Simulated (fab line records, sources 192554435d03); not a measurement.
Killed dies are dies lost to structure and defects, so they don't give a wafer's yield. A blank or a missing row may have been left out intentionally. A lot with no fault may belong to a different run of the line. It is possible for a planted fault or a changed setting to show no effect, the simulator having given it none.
Matching of chambers | flow n5Finfet | N5_BEOL_M0_STRIP_104 on rieDiel-06 has 4 sister chambers
The step strips in N2/H2. 4 wafers are shown with their chamber, then 10 later ones without.

## WAFERS PAIRED WITH THEIR CHAMBERS
wafer  | chamber | drypumpMotorCurrentA (A)
L089.1 | 3       | 5.8
L089.5 | 0       | 4.9
L090.1 | 1       | 5.2
L090.5 | 2       | 6.6

## WAFERS WHOSE CHAMBER IS MISSING
wafer  | drypumpMotorCurrentA (A)
L090.6 | 5.2
L092.1 | 5.0
L092.2 | 5.2
L092.4 | 5.8
L094.2 | 4.9
L094.5 | 4.9
L094.6 | 5.8
L097.1 | 5.2
L097.2 | 5.8
L097.6 | 5.2

## WHICH CHAMBER EACH ONE RAN IN
wafer  | from the rows above | in truth
L090.6 | 1                   | 1
L092.1 | 0                   | 0
L092.2 | 1                   | 1
L092.4 | 3                   | 3
L094.2 | 0                   | 0
L094.5 | 0                   | 0
L094.6 | 3                   | 3
L097.1 | 1                   | 1
L097.2 | 3                   | 3
L097.6 | 1                   | 1
Correctly placed: 10 of 10. Not placeable from these rows: 0. 0 placed wrongly.
How it was worked out, from the rows above alone: a wafer's distance from a chamber is the root of the sum, over the readings, of the square of ((its reading less the chamber's mean) divided by the reading's scatter). The wafer belongs to the nearest chamber; if the next one is less than 2 further off, it can't be placed. A chamber's mean is the mean of its shown wafers. The scatter: with one shown wafer a chamber, the root of the mean of the squares of how far each hidden wafer lies from its nearest shown one.
